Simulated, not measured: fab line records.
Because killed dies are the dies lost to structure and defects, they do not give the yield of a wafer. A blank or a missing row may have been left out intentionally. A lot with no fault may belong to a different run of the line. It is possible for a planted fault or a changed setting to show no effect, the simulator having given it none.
Struck lot and sound lot, side by side	flow n5_finfet	19 steps out of a route of 1938
Sound: these wafers, L306.2, L306.4, L306.5. Wafers L311.3, L311.5, L311.6 were the ones struck. The cause is given at the end.
Per side, at each step with rows, come the tool, then ch with its chambers, and then its first start. Under that, the readings that differ: sound wafers	struck wafers	difference of the means	sigmas: that difference in standard deviations of wafers without a fault.
alike: readings whose means differ by less than 2 such deviations, and words and numbers that are the same on both sides. not compared: withheld readings, readings that some wafer has no value for, bounds like >300 that may hide the same value, and numbers for which the record gives no deviation and whose values overlap.
A row with sigmas, a row that says differs or no value, or rows on one side alone: a step with any of these is where the two part. Numbers that don't overlap but have no deviation are shown without sigmas and don't part them. Lack of a reading on every wafer of one side parts them only where that side has two or more wafers.

N5_BEOL_M4_RC_MEAS_101:
  sound on prober-02 ch 0, day 10 03:04; struck on prober-01 ch 0, day 11 23:42
  alike: DIBL_N, DIBL_P, IOFF_N, IOFF_P, ION_N, ION_P, SS_N, SS_P, VT_N, VT_P
N5_BEOL_M5_ILD_DEP_00: deposits SiCOH lowk from DEMS/porogen, target thk 140.64 nm, time 25.9 s.
  sound on pecvd-04 ch 0,1,2, day 10 03:52; struck on pecvd-04 ch 0,2, day 12 00:22
  alike: heater_power_w, showerhead_plenum_p_Torr, throttle_valve_pct
  not compared: since_wet_clean_h
N5_BEOL_M5_CURE_79: cures SiCOH lowk, time 240 s.
  sound on uv_cure-02 ch 2, day 10 04:01; struck on uv_cure-01 ch 2, day 12 00:35
  alike: lamp_power_pct, wafer_temp_C_max
N5_BEOL_M5_THK_MEAS_01:
  sound on film_metro-01 at day 10 04:27; struck on film_metro-01 at day 12 00:56
  alike: M5_ILD_THK
N5_BEOL_M5_PECVD_70: deposits SiO2 from TEOS/O2, target thk 16 nm, time 18 s.
  sound on pecvd-03 ch 0,1,2, day 10 04:29; struck on pecvd-03 ch 0,1,2, day 12 00:58
  alike: heater_power_w, showerhead_plenum_p_Torr, throttle_valve_pct
  not compared: since_wet_clean_h
N5_BEOL_M5_HM_DEP_02: deposits TiN, target thk 20 nm.
  sound on pvd_sputter-02 at day 10 06:56; struck on pvd_sputter-02 at day 12 02:01
  alike: throttle_valve_pct
then, 6 steps without rows for these wafers: N5_BEOL_M5_COAT_59 (time 60 s, resist thk 60 nm); N5_BEOL_M5_COAT_60 (time 60 s, resist thk 12 nm); N5_BEOL_M5_COAT_71 (time 60 s, resist thk 5 nm); N5_BEOL_M5_COAT_05 (resist thk 30 nm); N5_BEOL_M5_EBR_07; N5_BEOL_M5_SOFTBAKE_06 (time 60 s).
N5_BEOL_M5_EXPOSE_08: exposes mask M5, target cd 28 nm.
  sound on euv_scanner-02 ch 0, day 10 07:12; struck on euv_scanner-01 ch 0, day 12 02:17
reading	sound	struck	difference	sigmas
model.BEOL_M5.overlay_x_nm (nm)	0.6 0.6 0.6	7 7 7	+6	
  alike: mask
then, 2 steps without rows for these wafers: N5_BEOL_M5_PEB_09 (peb time 60 s); N5_BEOL_M5_DEVELOP_10 (develop time 30 s).
N5_BEOL_M5_CD_MEAS_11: the cd target is 27.74 nm.
  sound on cd_sem-01 ch 0, day 10 07:20; struck on cd_sem-02 ch 0, day 12 02:24
  alike: cd_nm
N5_BEOL_M5_OVL_MEAS_12:
  sound on overlay-01 ch 0, day 10 07:22; struck on overlay-01 ch 0, day 12 02:26
reading	sound	struck	difference	sigmas
M5_OVL (nm)	1.5 1.1 1.3	6.3 7.4 6.6	+5.5	+8
N5_BEOL_M5_INSPECT_13: inspects for defects (brightfield).
  sound on defect_inspect-01 at day 10 07:25; struck on defect_inspect-02 at day 12 02:29
  alike: raw_defect_count
-- the record jumps here: 4 days lie between the struck wafers' starts before and after (it left off in module BEOL_M5 and takes up again in module PASSIVATION, whose first step shown is number 1936 of the route) --
N5_PASSIVATION_PROBE_49:
  sound on prober-02 at day 13 22:40; struck on prober-02 at day 16 01:42
  alike: defect_limited_yield, killed_at_M0_to_M3, killed_at_M4_up, killed_at_contacts, killed_at_front_end, killed_at_other, killed_dies, killed_open, killed_short, sort_bin_5_function, sort_bin_6_memory, sort_n_pass, sort_yield_pct

== WHERE THEY PART ==
Only at N5_BEOL_M5_OVL_MEAS_12, within this record. Later steps at which nothing parts them and some readings are alike: N5_BEOL_M5_INSPECT_13, N5_PASSIVATION_PROBE_49.

WHY: the cause the simulator had injected
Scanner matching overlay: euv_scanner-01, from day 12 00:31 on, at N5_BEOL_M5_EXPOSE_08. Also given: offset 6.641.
